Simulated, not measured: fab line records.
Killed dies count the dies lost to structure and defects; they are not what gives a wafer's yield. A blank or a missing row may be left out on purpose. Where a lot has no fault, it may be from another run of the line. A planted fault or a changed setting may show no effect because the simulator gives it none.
fab line records ; flow n5-finfet
[record] lots = 6; wafers = 18; last-day = 17
route steps=1938 shown BEOL_M11@1582 PASSIVATION@1936
lots with no fault: from the same line, run without faults
start-h: start of the lot's first displayed wafer, in hours after the record's first day ; wait-h: hours elapsed since this lot's preceding step ; " identical to the entry in the row above ; L1.1+2: one row covering several wafers at once ; - no value, or no start was given ; * or withheld: withheld ; < > ~ a bound
route shown NAME@n: names a module that has steps shown in the file, with the first one's number in the route ; usual: mean and standard deviation over wafers with no fault ; same: alike in all rows ; chamber/n: place in a boat ; sites: readings site by site ; _std_site: how widely they spread, as a standard deviation ; _edge_site: mean of outer sites minus mean of inner sites ; radius-mm: for every site, how far away it sits from the centre of the wafer ; mask NAME#n: copy n ; behind: tool/chamber where the wafer was last shaped ; hold: why the lot was held/for how many hours/how that ended ; device: the n, p or np transistor that did not switch ; end of line: the route-end tests of the same wafers ; for a step that has no rows: nothing shown but its recipe ; killed: the dies lost at the first sort to structure and to defects; this is not the yield of the wafer ; map: the dies of a wafer, with x for killed, . for not killed, _ for no die there
set.NAME: the run value of the setting; set.NAME@STEP: its run value at that earlier step ; model.NAME: the simulator's own value behind a step, which no gauge read
a table for each step, a row for each wafer; lots at some steps of the route
services: a tool's chamber out of use, with start hour (start-h, from the record's first day; less than 0 if before it), hours out, and reason
[[steps]]
[step N5_BEOL_M11_HM_STRIP_39]
[recipe] chemistry = peroxide-tin-strip; material = TiN; target-depth-a = 250; temp-c = 50; time-s = 158
[step N5_BEOL_M11_SRD_40]
[recipe] time-s = 30; temp-c = 23; rinse-liquid = diw; dry = ipa-marangoni
[step N5_BEOL_M11_PRECLEAN_42]
[recipe] chemistry = residue-remover; time-s = 60; temp-c = 40
[step N5_BEOL_M11_SRD_43]
[recipe] time-s = 30; temp-c = 23; rinse-liquid = diw; dry = ipa-marangoni
[step N5_BEOL_M11_CD_MEAS_35]
[recipe] target-cd-nm = 70; polarity = opening
[usual] cd-nm = 69.6/0.92
lot.wafer;tool;chamber;start-h;wait-h;cd-nm
L471.2;cd-sem-03;-;228.25;0.0;70.6
L471.3;cd-sem-03;-;228.25;0.0;71.1
L471.4;cd-sem-03;-;228.25;0.0;69.8
L475.2;cd-sem-01;-;247.13;0.0;69.4
L475.4;cd-sem-01;-;247.13;0.0;70.5
L475.6;cd-sem-01;-;247.13;0.0;69.0
L480.4;cd-sem-02;-;283.87;0.0;69.6
L480.5;cd-sem-02;-;283.87;0.0;69.6
L480.6;cd-sem-02;-;283.87;0.0;69.4
L479.2;cd-sem-03;-;303.32;0.0;69.3
L479.3;cd-sem-03;-;303.32;0.0;69.7
L479.6;cd-sem-03;-;303.32;0.0;68.4
L488.1;cd-sem-01;-;350.01;0.0;69.6
L488.3;cd-sem-01;-;350.01;0.0;70.5
L488.4;cd-sem-01;-;350.01;0.0;68.7
L491.1;cd-sem-03;-;374.48;0.0;68.9
L491.2;cd-sem-03;-;374.48;0.0;68.3
L491.6;cd-sem-03;-;374.48;0.0;67.2
[step N5_BEOL_M11_CURE_72]
[recipe] temp-c = 370; time-s = 120; ambient = DMADMS/He; material = SiCOH_lowk
[step N5_BEOL_M11_DEGAS_44]
[recipe] ambient = vacuum; temp-c = 250; time-s = 60
[usual] heater-power-w = 330/29
lot.wafer;tool;chamber;start-h;wait-h;heater-power-w
L471.2;pvd-sputter-01;-;228.61;0.2;367
L471.3;pvd-sputter-01;-;228.61;0.2;336
L471.4;pvd-sputter-01;-;228.61;0.2;356
L475.2;pvd-sputter-02;-;247.82;0.4;326
L475.4;pvd-sputter-02;-;247.82;0.4;275
L475.6;pvd-sputter-02;-;247.82;0.4;342
L480.4;pvd-sputter-01;-;284.42;0.3;342
L480.5;pvd-sputter-01;-;284.42;0.3;326
L480.6;pvd-sputter-01;-;284.42;0.3;368
L479.2;pvd-sputter-01;-;303.98;0.4;357
L479.3;pvd-sputter-01;-;303.98;0.4;365
L479.6;pvd-sputter-01;-;303.98;0.4;292
L488.1;pvd-sputter-01;-;351.42;1.3;326
L488.3;pvd-sputter-01;-;351.42;1.3;295
L488.4;pvd-sputter-01;-;351.42;1.3;368
L491.1;pvd-sputter-01;-;374.85;0.3;295
L491.2;pvd-sputter-01;-;374.85;0.3;340
L491.6;pvd-sputter-01;-;374.85;0.3;339
[step N5_BEOL_M11_PRE_CLEAN_45]
[recipe] gas = H2/He; time-s = 30; temp-c = 250
[usual] heater-power-w = 330/29
lot.wafer;tool;chamber;start-h;wait-h;heater-power-w
L471.2;pvd-sputter-01;-;228.65;0.0;363
L471.3;pvd-sputter-01;-;228.65;0.0;323
L471.4;pvd-sputter-01;-;228.65;0.0;345
L475.2;pvd-sputter-02;-;247.86;0.0;335
L475.4;pvd-sputter-02;-;247.86;0.0;275
L475.6;pvd-sputter-02;-;247.86;0.0;342
L480.4;pvd-sputter-01;-;284.46;0.0;348
L480.5;pvd-sputter-01;-;284.46;0.0;319
L480.6;pvd-sputter-01;-;284.46;0.0;367
L479.2;pvd-sputter-01;-;304.02;0.0;364
L479.3;pvd-sputter-01;-;304.02;0.0;363
L479.6;pvd-sputter-01;-;304.02;0.0;294
L488.1;pvd-sputter-01;-;351.46;0.0;327
L488.3;pvd-sputter-01;-;351.46;0.0;297
L488.4;pvd-sputter-01;-;351.46;0.0;371
L491.1;pvd-sputter-01;-;374.89;0.0;301
L491.2;pvd-sputter-01;-;374.89;0.0;348
L491.6;pvd-sputter-01;-;374.89;0.0;335
[step N5_BEOL_M11_ALD_74]
[recipe] material = TaN; target-thk-a = 20; temp-c = 275; ald-precursor-family = PDMAT; ald-co-reactant = NH3; pressure-torr = 3; carrier-flow-sccm = 1500; pulse-time-s = 2; purge-time-s = 3; co-reactant-purge-time-s = 2; co-reactant-pulse-time-s = 3; ald-cycles = 40; precursor-vessel-temp-c = 75; precursor-vessel-pressure-torr = 26.25; precursor-vessel-carrier-sccm = 1000
[usual] heater-power-w = 423/76
[same] co-reactant-pulse-time-s = 3
lot.wafer;tool;chamber;start-h;wait-h;heater-power-w
L471.2;ald-metal-03;0;228.71;0.0;324
L471.3;ald-metal-03;1;228.71;0.0;552
L471.4;ald-metal-03;2;228.71;0.0;382
L475.2;ald-metal-01;0;247.92;0.0;344
L475.4;ald-metal-01;1;247.92;0.0;450
L475.6;ald-metal-01;3;247.92;0.0;380
L480.4;ald-metal-01;3;284.52;0.0;384
L480.5;ald-metal-01;3;284.52;0.0;375
L480.6;ald-metal-01;0;284.52;0.0;345
L479.2;ald-metal-03;2;304.19;0.1;386
L479.3;ald-metal-03;0;304.19;0.1;330
L479.6;ald-metal-03;1;304.19;0.1;544
L488.1;ald-metal-04;3;351.53;0.1;528
L488.3;ald-metal-04;0;351.53;0.1;312
L488.4;ald-metal-04;2;351.53;0.1;365
L491.1;ald-metal-04;3;375.05;0.1;527
L491.2;ald-metal-04;0;375.05;0.1;330
L491.6;ald-metal-04;2;375.05;0.1;367
[step N5_BEOL_M11_SURFACE_TREAT_76]
[recipe] gas = Ar; time-s = *; ion-energy-ev = *; ion-current-ma-cm2 = 0.5; pressure-mtorr = *; ar-flow-sccm = 30
[usual] throttle-valve-pct = *
lot.wafer;tool;chamber;start-h;wait-h;throttle-valve-pct
L471.2;pvd-sputter-02;-;229.04;0.2;*
L471.3;pvd-sputter-02;-;229.04;0.2;*
L471.4;pvd-sputter-02;-;229.04;0.2;*
L475.2;pvd-sputter-03;-;248.30;0.3;*
L475.4;pvd-sputter-03;-;248.30;0.3;*
L475.6;pvd-sputter-03;-;248.30;0.3;*
L480.4;pvd-sputter-01;-;284.94;0.3;*
L480.5;pvd-sputter-01;-;284.94;0.3;*
L480.6;pvd-sputter-01;-;284.94;0.3;*
L479.2;pvd-sputter-03;-;304.55;0.2;*
L479.3;pvd-sputter-03;-;304.55;0.2;*
L479.6;pvd-sputter-03;-;304.55;0.2;*
L488.1;pvd-sputter-01;-;351.88;0.2;*
L488.3;pvd-sputter-01;-;351.88;0.2;*
L488.4;pvd-sputter-01;-;351.88;0.2;*
L491.1;pvd-sputter-03;-;375.36;0.2;*
L491.2;pvd-sputter-03;-;375.36;0.2;*
L491.6;pvd-sputter-03;-;375.36;0.2;*
[step N5_BEOL_M11_CVD_75]
[recipe] material = Co; target-thk-a = 20; temp-c = withheld; precursor = CCTBA/H2; pressure-torr = 30; time-s = 138.9
[step N5_BEOL_M11_SPUTTER_48]
[recipe] material = Cu; target-thk-a = 120; temp-c = -20; bias-v = 60; power-w = 26000; chamber-pressure-pa = 0.13; time-s = 2
[usual] throttle-valve-pct = 29.9/1
lot.wafer;tool;chamber;start-h;wait-h;throttle-valve-pct
L471.2;pvd-sputter-01;-;230.57;1.2;30.0
L471.3;pvd-sputter-01;-;230.57;1.2;29.9
L471.4;pvd-sputter-01;-;230.57;1.2;31.1
L475.2;pvd-sputter-02;-;248.50;0.1;31.4
L475.4;pvd-sputter-02;-;248.50;0.1;28.9
L475.6;pvd-sputter-02;-;248.50;0.1;28.9
L480.4;pvd-sputter-02;-;285.21;0.1;28.7
L480.5;pvd-sputter-02;-;285.21;0.1;28.8
L480.6;pvd-sputter-02;-;285.21;0.1;31.3
L479.2;pvd-sputter-02;-;305.85;1.0;30.0
L479.3;pvd-sputter-02;-;305.85;1.0;29.6
L479.6;pvd-sputter-02;-;305.85;1.0;28.9
L488.1;pvd-sputter-03;-;352.16;0.2;28.6
L488.3;pvd-sputter-03;-;352.16;0.2;28.3
L488.4;pvd-sputter-03;-;352.16;0.2;29.5
L491.1;pvd-sputter-02;-;375.60;0.1;29.7
L491.2;pvd-sputter-02;-;375.60;0.1;28.7
L491.6;pvd-sputter-02;-;375.60;0.1;29.8
[step N5_BEOL_M11_ECD_50]
[recipe] material = Cu; target-thk-a = 3180
lot.wafer;tool;chamber;start-h;wait-h;model.Cu_of_BEOL_M11_ECD_50.thk-nm
L471.2;ecd-cu-02;1;230.69;0.1;318
L471.3;ecd-cu-02;1;230.69;0.1;316.8
L471.4;ecd-cu-02;0;230.69;0.1;321.8
L475.2;ecd-cu-01;1;248.62;0.1;317.2
L475.4;ecd-cu-01;1;248.62;0.1;316
L475.6;ecd-cu-01;1;248.62;0.1;320.4
L480.4;ecd-cu-01;0;285.36;0.1;502.6
L480.5;ecd-cu-01;0;285.36;0.1;504.8
L480.6;ecd-cu-01;1;285.36;0.1;317.2
L479.2;ecd-cu-01;0;305.96;0.1;504.4
L479.3;ecd-cu-01;1;305.96;0.1;323
L479.6;ecd-cu-01;1;305.96;0.1;323.4
L488.1;ecd-cu-02;1;352.28;0.1;318.4
L488.3;ecd-cu-02;1;352.28;0.1;316.6
L488.4;ecd-cu-02;0;352.28;0.1;319.2
L491.1;ecd-cu-01;0;375.72;0.1;320.4
L491.2;ecd-cu-01;1;375.72;0.1;317
L491.6;ecd-cu-01;1;375.72;0.1;316.6
[step N5_BEOL_M11_ANNEAL_51]
[recipe] temp-c = 225; time-s = 90; ambient = N2
[step N5_BEOL_M11_CMP_52]
[recipe] stop-on = SiCOH_lowk; t-overpolish-s = 7; down-force-psi = 1; platen-rpm = 50; clearing-platen-down-force-psi = 1.5; clearing-platen-rpm = 50; post-cmp-clean = cu-alkaline; target-thk-nm = 140; clearing-platen-pad-velocity-m-s = 0.99484; pad-velocity-m-s = 0.99484
[usual] motor-current-A = 6.0/0.74; time-to-endpoint-s = 67/3.7
lot.wafer;tool;chamber;start-h;wait-h;motor-current-A;time-to-endpoint-s
L471.4;cmp-03;0;231.15;0.2;5.6;73
L471.3;cmp-03;1;231.15;0.2;5.8;65
L471.2;cmp-03;2;231.15;0.2;7.7;62
L475.4;cmp-02;2;249.48;0.1;6.8;67
L475.2;cmp-02;3;249.48;0.1;5.7;64
L475.6;cmp-02;2;249.48;0.1;6.8;67
L480.4;cmp-03;1;285.92;0.2;5.5;99
L480.6;cmp-03;3;285.92;0.2;5.4;68
L480.5;cmp-03;0;285.92;0.2;5.8;109
L479.2;cmp-03;3;306.67;0.2;5.1;110
L479.3;cmp-03;0;306.67;0.2;5.8;75
L479.6;cmp-03;3;306.67;0.2;5.1;68
L488.4;cmp-02;1;352.78;0.1;6.4;67
L488.1;cmp-02;2;352.78;0.1;6.8;67
L488.3;cmp-02;0;352.78;0.1;5.3;73
L491.2;cmp-02;3;376.18;0.2;5.7;64
L491.1;cmp-02;0;376.18;0.2;5.2;72
L491.6;cmp-02;3;376.18;0.2;5.5;63
[step N5_BEOL_M11_THK_MEAS_53]
[recipe] thk-meas-gauge = xrf; reads = Cu_of_BEOL_M11_ECD_50
[usual] M11_THK = 140/3.7
lot.wafer;tool;chamber;start-h;wait-h;M11_THK[nm]
L471.2;film-metro-02;-;231.40;-;134
L471.3;film-metro-02;-;231.40;-;135
L471.4;film-metro-02;-;231.40;-;136
L475.2;film-metro-01;-;249.78;-;140
L475.4;film-metro-01;-;249.78;-;142
L475.6;film-metro-01;-;249.78;-;142
L480.4;film-metro-01;-;286.14;-;145
L480.5;film-metro-01;-;286.14;-;145
L480.6;film-metro-01;-;286.14;-;143
L479.2;film-metro-01;-;306.97;-;144
L479.3;film-metro-01;-;306.97;-;147
L479.6;film-metro-01;-;306.97;-;141
L488.1;film-metro-02;-;353.07;-;138
L488.3;film-metro-02;-;353.07;-;141
L488.4;film-metro-02;-;353.07;-;137
L491.1;film-metro-02;-;376.48;-;146
L491.2;film-metro-02;-;376.48;-;143
L491.6;film-metro-02;-;376.48;-;136
[step N5_PASSIVATION_PROBE_49]
[usual] defect-limited-yield = 91.0/1.4; killed_at_M0_to_M3 = 35/10; killed_at_M4_up = 14/5.5; killed-at-contacts = 13/5.6; killed-at-front-end = 41/11; killed-at-other = 4/3.4; killed-dies = 106/16; killed-open = 68/12; killed-short = 35/7.3; sort_bin_4_leakage = 0.3/2.1; sort_bin_5_function = 5.3/0.89; sort_bin_6_memory = 3.4/0.67; sort_bin_8_speed = 0.01/0.11; sort-n-pass = 1070/28; sort-yield-pct = 90.7/2.4
[same] gross-dies = 1180; killed-at-back-side = 0
lot.wafer;tool;chamber;start-h;wait-h;defect-limited-yield[%];killed_at_M0_to_M3;killed_at_M4_up;killed-at-contacts;killed-at-front-end;killed-at-other;killed-dies;killed-open;killed-short;sort_bin_4_leakage[%];sort_bin_5_function[%];sort_bin_6_memory[%];sort_bin_8_speed[%];sort-n-pass;sort-yield-pct[%]
L479.6;prober-02;-;350.77;0.3;88.6;58;24;11;33;9;135;90;41;0;6.4;4.7;0;1045;88.6
// killed by level:class
L479.6 BEOL_M1:geometric-particle:open=21 MOL_CONTACT_COAG:geometric-particle:open=10 BEOL_M0_SAQP:geometric-particle:open=10 BEOL_M0_SAQP:geometric-particle:short=9 FIN_SAQP:geometric-particle:short=8 BEOL_M1:geometric-particle:short=8 BEOL_M5:geometric-particle:open=7 BEOL_M4:geometric-particle:open=6
[[services]]
tool;chamber;start-h;hours;kind
cmp-02;-;225.93;1.8;repair
cmp-02;-;229.14;4.0;pm
cmp-02;-;233.14;-;consumable-replace:conditioner
cmp-02;-;233.14;-;consumable-replace:pad
cmp-02;-;275.01;1.8;repair
cmp-03;-;289.89;0.8;repair
cmp-02;-;294.31;4.3;repair
cmp-03;-;312.48;0.7;repair
cmp-03;-;315.57;5.6;repair
pvd-sputter-03;-;316.53;4.6;repair
cmp-03;-;339.87;4.0;pm
ecd-cu-01;-;343.24;1.4;repair
cmp-03;-;343.87;-;consumable-replace:conditioner
cmp-03;-;343.87;-;consumable-replace:pad
cmp-03;-;344.62;10.7;pm
pvd-sputter-02;-;361.06;3.8;repair
[[key]]
[first-sign] step = N5_BEOL_M11_CMP_52; reading = time-to-endpoint-s; direction = up; sigmas = 10; usual = *; struck = *
effect none on later readings
[model-effect] step = N5_BEOL_M11_ECD_50; value = Cu_of_BEOL_M11_ECD_50.thk-nm; without = 319.1; struck = 503.9
met-at N5_BEOL_M11_ECD_50
struck-wafers L479.2,L480.4,L480.5
[fault] kind = process-parameter-drift; tool = ecd-cu-01; chamber = 0; onset-h = 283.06; steps = N5_BEOL_M11_ECD_50; channel = target-thk-a; offset = *; shape = step; end-h = 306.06; acts-in = *; stated = *
